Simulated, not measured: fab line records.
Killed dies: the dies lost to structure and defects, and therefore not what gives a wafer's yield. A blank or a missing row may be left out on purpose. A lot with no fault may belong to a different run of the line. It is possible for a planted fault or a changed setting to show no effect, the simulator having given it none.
Which tool was responsible? + flow n5 finfet + 42 wafers from 14 lots sampled at 6 of the route's 1938 steps

## WHAT EACH GAUGE READ, for each wafer
N5_BEOL_M5_OVL_MEAS_12. Usual: M5_OVL gives -0.6 nm (standard deviation 0.67).
| lot  | measured     | on         | M5_OVL (nm)    | flag |
|------|--------------|------------|----------------|------|
| L998 | day 8 11:20  | overlay-02 | 0.2 0.0 -0.3   |      |
| L997 | day 8 11:30  | overlay-01 | -2.4 -1.7 -2.1 |      |
| L999 | day 8 12:24  | overlay-02 | -0.4 -0.7 0.1  |      |
| L102 | day 9 05:28  | overlay-01 | -1.3 -1.1 0.1  |      |
| L103 | day 9 11:10  | overlay-02 | -1.0 -0.5 -1.1 |      |
| L111 | day 11 05:42 | overlay-01 | -1.6 -0.9 -0.7 |      |
| L110 | day 11 10:46 | overlay-01 | 0.2 -0.2 1.1   |      |
| L112 | day 11 21:16 | overlay-01 | -0.9 -0.7 -0.5 |      |
| L114 | day 12 11:11 | overlay-01 | -1.0 -0.3 -0.9 |      |
| L115 | day 12 13:56 | overlay-02 | -0.4 0.3 -0.3  |      |
| L117 | day 13 01:24 | overlay-01 | -0.4 0.2 -0.4  |      |
| L116 | day 13 01:47 | overlay-02 | -0.6 -0.9 -1.2 |      |
| L119 | day 14 00:02 | overlay-02 | -1.6 -0.9 -0.2 |      |
| L120 | day 14 01:08 | overlay-01 | -0.4 -1.0 -1.8 |      |

N5_BEOL_M5_CD_MEAS_18: pitch 56 nm, target cd 28 nm. Usual: cd nm 28.02 nm, standard deviation 0.28.
| lot  | measured     | on        | cd nm (nm)        | flag |
|------|--------------|-----------|-------------------|------|
| L998 | day 8 11:52  | cd sem-01 | 28.05 28.01 28.08 |      |
| L997 | day 8 12:16  | cd sem-03 | 28.20 27.95 28.11 |      |
| L999 | day 8 12:55  | cd sem-02 | 28.22 28.00 28.13 |      |
| L102 | day 9 05:59  | cd sem-01 | - - -             | OFF  |
| L103 | day 9 11:53  | cd sem-02 | - - -             | OFF  |
| L111 | day 11 06:44 | cd sem-03 | 28.06 27.96 28.18 |      |
| L110 | day 11 11:17 | cd sem-03 | 27.54 27.84 27.79 |      |
| L112 | day 11 21:52 | cd sem-01 | 28.22 28.18 28.64 |      |
| L114 | day 12 11:43 | cd sem-03 | 27.73 28.22 28.18 |      |
| L115 | day 12 14:28 | cd sem-03 | 27.72 27.97 27.70 |      |
| L117 | day 13 01:56 | cd sem-01 | 28.12 28.26 28.34 |      |
| L116 | day 13 02:20 | cd sem-02 | 28.10 28.25 27.89 |      |
| L119 | day 14 00:34 | cd sem-01 | 28.14 28.12 27.97 |      |
| L120 | day 14 02:00 | cd sem-02 | 28.43 27.64 28.11 |      |

## TOOL THAT RAN EACH LOT (tool first, then ch and the chambers of the sampled wafers, then the start)
| lot  | N5_BEOL_M4_PRE_CLEAN_60          | N5_BEOL_M5_ETCH_72                 | N5_BEOL_M5_ETCH_62                 | N5_BEOL_M5_HM_OPEN_17             |
|------|----------------------------------|------------------------------------|------------------------------------|-----------------------------------|
| L998 | cvd co-02 ch 0,1,2, day 8 07:49  | rie diel-01 ch 1,2, day 8 11:28    | rie diel-01 ch 1,2, day 8 11:31    | rie metal-03 ch 0,1, day 8 11:43  |
| L997 | cvd co-01 ch 0, day 8 08:13      | rie diel-06 ch 0,1,3, day 8 11:37  | rie diel-06 ch 0,1,3, day 8 11:40  | rie metal-02 ch 0,1, day 8 12:05  |
| L999 | cvd co-02 ch 0,1, day 8 10:04    | rie diel-06 ch 0,3, day 8 12:31    | rie diel-06 ch 0,3, day 8 12:34    | rie metal-03 ch 0,1, day 8 12:45  |
| L102 | cvd co-01 ch 0,1,2, day 9 02:57  | rie diel-06 ch 0,2,3, day 9 05:35  | rie diel-06 ch 0,2,3, day 9 05:38  | rie metal-03 ch 0,1, day 9 05:48  |
| L103 | cvd co-01 ch 0,1, day 9 07:40    | rie diel-01 ch 0,2,3, day 9 11:18  | rie diel-01 ch 0,2,3, day 9 11:20  | rie metal-01 ch 1, day 9 11:31    |
| L111 | cvd co-02 ch 0,1,2, day 11 02:52 | rie diel-06 ch 0,2,3, day 11 06:15 | rie diel-06 ch 0,2,3, day 11 06:18 | rie metal-01 ch 0,1, day 11 06:28 |
| L110 | cvd co-01 ch 0,2, day 11 06:39   | rie diel-01 ch 0,1,3, day 11 10:53 | rie diel-01 ch 0,1,3, day 11 10:56 | rie metal-03 ch 0,1, day 11 11:06 |
| L112 | cvd co-01 ch 0,2, day 11 18:17   | rie diel-06 ch 0,1,2, day 11 21:23 | rie diel-06 ch 0,1,2, day 11 21:26 | rie metal-02 ch 1, day 11 21:40   |
| L114 | cvd co-02 ch 0,2, day 12 06:53   | rie diel-01 ch 0,2,3, day 12 11:19 | rie diel-01 ch 0,2,3, day 12 11:22 | rie metal-03 ch 0,1, day 12 11:32 |
| L115 | cvd co-01 ch 0,2, day 12 10:58   | rie diel-03 ch 0,1,2, day 12 14:04 | rie diel-03 ch 0,1,2, day 12 14:07 | rie metal-03 ch 0,1, day 12 14:17 |
| L117 | cvd co-01 ch 0,1,2, day 12 22:37 | rie diel-06 ch 1,2,3, day 13 01:32 | rie diel-06 ch 1,2,3, day 13 01:35 | rie metal-03 ch 0,1, day 13 01:45 |
| L116 | cvd co-01 ch 1,2, day 12 22:55   | rie diel-06 ch 0,2, day 13 01:55   | rie diel-06 ch 0,2, day 13 01:58   | rie metal-02 ch 0,1, day 13 02:08 |
| L119 | cvd co-02 ch 0,1, day 13 20:37   | rie diel-03 ch 0,1,3, day 14 00:10 | rie diel-03 ch 0,1,3, day 14 00:12 | rie metal-03 ch 0,1, day 14 00:24 |
| L120 | cvd co-02 ch 0,1,2, day 13 22:13 | rie diel-03 ch 0,1, day 14 01:35   | rie diel-03 ch 0,1, day 14 01:38   | rie metal-02 ch 0,1, day 14 01:50 |
- N5_BEOL_M4_PRE_CLEAN_60: time 15 s.
- N5_BEOL_M5_ETCH_72: etches underlayer in N2/H2, target depth 6.5 nm, time 5.2 s.
- N5_BEOL_M5_ETCH_62: etches SOC in N2/H2, target depth 75 nm, overetch 15 nm, time 112.5 s.
- N5_BEOL_M5_HM_OPEN_17: chemistry Cl2/BCl3, target TiN, target depth 20 nm, overetch 6 nm.

## WHAT THE TOOLS THEMSELVES READ (means of the sampled wafers that have a number; where no wafer has one, the mark that the record gives instead)
N5_BEOL_M4_PRE_CLEAN_60. Usual: heater power w 74 W, standard deviation 21; rf fwd power W 296.9 W, standard deviation 1.5.
| lot  | tool      | heater power w (W) | rf fwd power W (W) | flag |
|------|-----------|--------------------|--------------------|------|
| L998 | cvd co-02 | 77                 | 298.2              |      |
| L997 | cvd co-01 | 42                 | 295.3              |      |
| L999 | cvd co-02 | 71                 | 298.5              |      |
| L102 | cvd co-01 | 71                 | 297.0              |      |
| L103 | cvd co-01 | 63                 | 297.3              |      |
| L111 | cvd co-02 | 75                 | 296.9              |      |
| L110 | cvd co-01 | 83                 | 296.4              |      |
| L112 | cvd co-01 | 80                 | 295.2              |      |
| L114 | cvd co-02 | 91                 | 298.2              |      |
| L115 | cvd co-01 | 62                 | 296.5              |      |
| L117 | cvd co-01 | 73                 | 295.4              |      |
| L116 | cvd co-01 | 90                 | 296.7              |      |
| L119 | cvd co-02 | 64                 | 297.5              |      |
| L120 | cvd co-02 | 77                 | 297.5              |      |

N5_BEOL_M5_ETCH_72. Usual: bias w 150.0 W, standard deviation 0.47; chamber pressure mTorr 30.00 mTorr, standard deviation 0.041; drypump motor current A 5.8 A, standard deviation 0.53; etch rf on time s 5.16 s, standard deviation 0.087; oes product au 0.69 a.u., standard deviation 0.074; rf fwd power W 819.3 W, standard deviation 2.5; rf vpp V 525.4 V, standard deviation 2.7; showerhead plenum p Torr 2.59 Torr, standard deviation 0.084; throttle valve pct 17.7 %, standard deviation 0.34.
| lot  | tool        | bias w (W) | chamber pressure mTorr (mTorr) | drypump motor current A (A) | etch rf on time s (s) | oes product au (a.u.) | rf fwd power W (W) | rf vpp V (V) | showerhead plenum p Torr (Torr) | throttle valve pct (%) | flag |
|------|-------------|------------|--------------------------------|-----------------------------|-----------------------|-----------------------|--------------------|--------------|---------------------------------|------------------------|------|
| L998 | rie diel-01 | 149.8      | 30.02                          | 5.1                         | 5.15                  | 0.70                  | 817.3              | 527.0        | 2.68                            | 17.8                   |      |
| L997 | rie diel-06 | 150.1      | 29.99                          | 5.7                         | 5.08                  | 0.78                  | 817.4              | 527.0        | 2.63                            | 17.4                   |      |
| L999 | rie diel-06 | 150.6      | 29.99                          | 5.8                         | 5.06                  | 0.77                  | 819.1              | 526.6        | 2.63                            | 17.3                   |      |
| L102 | rie diel-06 | 150.0      | 30.00                          | 5.9                         | 5.19                  | 0.71                  | 819.3              | 525.4        | 2.56                            | 17.7                   |      |
| L103 | rie diel-01 | 149.9      | 30.00                          | 5.9                         | 5.17                  | 0.65                  | 819.5              | 524.8        | 2.57                            | 17.8                   |      |
| L111 | rie diel-06 | 150.1      | 30.04                          | 5.9                         | 5.12                  | 0.69                  | 819.1              | 524.4        | 2.56                            | 17.7                   |      |
| L110 | rie diel-01 | 149.7      | 30.00                          | 5.8                         | 5.16                  | 0.68                  | 820.0              | 524.8        | 2.60                            | 17.7                   |      |
| L112 | rie diel-06 | 150.0      | 30.06                          | 5.8                         | 5.14                  | 0.69                  | 819.4              | 523.8        | 2.55                            | 17.8                   |      |
| L114 | rie diel-01 | 150.4      | 30.00                          | 5.9                         | 5.10                  | 0.73                  | 820.1              | 525.0        | 2.56                            | 17.7                   |      |
| L115 | rie diel-03 | 149.8      | 29.97                          | 5.7                         | 5.25                  | 0.61                  | 819.0              | 526.0        | 2.62                            | 17.9                   |      |
| L117 | rie diel-06 | 150.1      | 29.98                          | 6.2                         | 5.14                  | 0.69                  | 817.3              | 522.5        | 2.52                            | 17.8                   |      |
| L116 | rie diel-06 | 150.2      | 29.99                          | 5.9                         | 5.28                  | 0.62                  | 820.6              | 522.1        | 2.49                            | 18.2                   |      |
| L119 | rie diel-03 | 149.6      | 29.98                          | 5.6                         | 5.24                  | 0.65                  | 820.6              | 526.4        | 2.61                            | 17.8                   |      |
| L120 | rie diel-03 | 149.6      | 29.99                          | 5.5                         | 5.19                  | 0.60                  | 820.7              | 525.9        | 2.62                            | 17.7                   |      |

N5_BEOL_M5_ETCH_62. Usual: bias w 150.0 W, standard deviation 0.5; chamber pressure mTorr 29.998 mTorr, standard deviation 0.028; drypump motor current A 5.8 A, standard deviation 0.54; oes product au 0.64 a.u., standard deviation 0.064; rf fwd power W 835.9 W, standard deviation 2.9; rf vpp V 525.3 V, standard deviation 2.5; showerhead plenum p Torr 2.59 Torr, standard deviation 0.084; throttle valve pct 17.7 %, standard deviation 0.35.
| lot  | tool        | bias w (W) | chamber pressure mTorr (mTorr) | drypump motor current A (A) | oes product au (a.u.) | rf fwd power W (W) | rf vpp V (V) | showerhead plenum p Torr (Torr) | throttle valve pct (%) | flag |
|------|-------------|------------|--------------------------------|-----------------------------|-----------------------|--------------------|--------------|---------------------------------|------------------------|------|
| L998 | rie diel-01 | 150.2      | 29.989                         | 5.1                         | 0.64                  | 838.7              | 527.9        | 2.68                            | 17.7                   |      |
| L997 | rie diel-06 | 150.2      | 29.997                         | 5.7                         | 0.71                  | 834.0              | 526.5        | 2.63                            | 17.4                   |      |
| L999 | rie diel-06 | 150.7      | 29.996                         | 5.8                         | 0.71                  | 837.0              | 526.6        | 2.63                            | 17.3                   |      |
| L102 | rie diel-06 | -          | -                              | -                           | -                     | -                  | -            | -                               | -                      | OFF  |
| L103 | rie diel-01 | -          | -                              | -                           | -                     | -                  | -            | -                               | -                      | OFF  |
| L111 | rie diel-06 | 149.7      | 30.000                         | 5.9                         | 0.63                  | 834.4              | 524.2        | 2.56                            | 17.7                   |      |
| L110 | rie diel-01 | 149.8      | 30.018                         | 5.8                         | 0.63                  | 838.8              | 524.8        | 2.60                            | 17.6                   |      |
| L112 | rie diel-06 | 150.0      | 30.016                         | 5.8                         | 0.64                  | 832.9              | 523.9        | 2.55                            | 17.8                   |      |
| L114 | rie diel-01 | 150.2      | 30.013                         | 6.0                         | 0.67                  | 836.6              | 524.8        | 2.56                            | 17.7                   |      |
| L115 | rie diel-03 | 149.7      | 29.980                         | 5.7                         | 0.56                  | 840.2              | 526.2        | 2.62                            | 17.8                   |      |
| L117 | rie diel-06 | 150.2      | 30.003                         | 6.2                         | 0.64                  | 836.2              | 523.3        | 2.52                            | 17.7                   |      |
| L116 | rie diel-06 | 150.6      | 29.981                         | 5.9                         | 0.58                  | 837.3              | 522.1        | 2.49                            | 18.1                   |      |
| L119 | rie diel-03 | 149.8      | 30.001                         | 5.6                         | 0.60                  | 833.1              | 525.5        | 2.61                            | 17.8                   |      |
| L120 | rie diel-03 | 149.5      | 29.980                         | 5.5                         | 0.56                  | 832.6              | 526.0        | 2.62                            | 17.7                   |      |

N5_BEOL_M5_HM_OPEN_17. Usual: bias w 126.1 W, standard deviation 0.38; drypump motor current A 5.6 A, standard deviation 0.58; he backside leak sccm 3.3 sccm, standard deviation 0.33; oes product au 0.68 a.u., standard deviation 0.075; rf fwd power W 994 W, standard deviation 3.2; throttle valve pct 22.15 %, standard deviation 0.23.
| lot  | tool         | bias w (W) | drypump motor current A (A) | he backside leak sccm (sccm) | oes product au (a.u.) | rf fwd power W (W) | throttle valve pct (%) | flag |
|------|--------------|------------|-----------------------------|------------------------------|-----------------------|--------------------|------------------------|------|
| L998 | rie metal-03 | 125.8      | 6.0                         | 3.2                          | 0.70                  | 997                | 21.98                  |      |
| L997 | rie metal-02 | 126.4      | 5.4                         | 3.3                          | 0.61                  | 992                | 22.42                  |      |
| L999 | rie metal-03 | 126.0      | 5.5                         | 3.4                          | 0.69                  | 994                | 22.08                  |      |
| L102 | rie metal-03 | 125.5      | 5.5                         | 3.6                          | 0.30                  | 999                | 22.74                  | OFF  |
| L103 | rie metal-01 | 126.4      | 5.9                         | 3.3                          | 0.36                  | 993                | 22.66                  | OFF  |
| L111 | rie metal-01 | 126.3      | 5.8                         | 3.3                          | 0.78                  | 992                | 21.91                  |      |
| L110 | rie metal-03 | 125.5      | 5.5                         | 3.3                          | 0.67                  | 996                | 22.10                  |      |
| L112 | rie metal-02 | 125.9      | 5.7                         | 3.4                          | 0.64                  | 993                | 22.37                  |      |
| L114 | rie metal-03 | 125.8      | 6.0                         | 3.4                          | 0.69                  | 998                | 21.99                  |      |
| L115 | rie metal-03 | 126.4      | 5.6                         | 3.6                          | 0.67                  | 994                | 22.09                  |      |
| L117 | rie metal-03 | 126.1      | 5.5                         | 3.4                          | 0.67                  | 992                | 22.09                  |      |
| L116 | rie metal-02 | 126.0      | 5.2                         | 3.3                          | 0.74                  | 994                | 22.33                  |      |
| L119 | rie metal-03 | 125.7      | 6.0                         | 3.1                          | 0.69                  | 995                | 22.00                  |      |
| L120 | rie metal-02 | 126.4      | 5.2                         | 3.1                          | 0.74                  | 994                | 22.31                  |      |

## THE ANSWER, worked out from the rows above alone
Rule: a lot is off if the mean of its wafers that have a number lies more than 3 standard deviations from the usual mean. A lot without any number at a reading at which 4 lots or more have one is off too. All remaining lots with rows at the step are treated as sound. The gauges are gone through in route order, then the tools' own readings, and for those a lot's mean is taken as printed above. The first step at which some lot is off is used, and at that step the reading that is off furthest; a lot without a number counts as furthest.
Off: L102, L103, at N5_BEOL_M5_CD_MEAS_18 (cd nm). Without a number there: L102, L103.
A tool fits if, at a process step before that reading, it ran every lot that is off, and no sound lot after the first of them. Not tried: the gauges at N5_BEOL_M5_CD_MEAS_18; whatever is off there is also off at N5_BEOL_M5_ETCH_62, on other tools, and gauge error can't account for it. None of those tried fits.

## WHAT THE SIMULATOR PUT IN
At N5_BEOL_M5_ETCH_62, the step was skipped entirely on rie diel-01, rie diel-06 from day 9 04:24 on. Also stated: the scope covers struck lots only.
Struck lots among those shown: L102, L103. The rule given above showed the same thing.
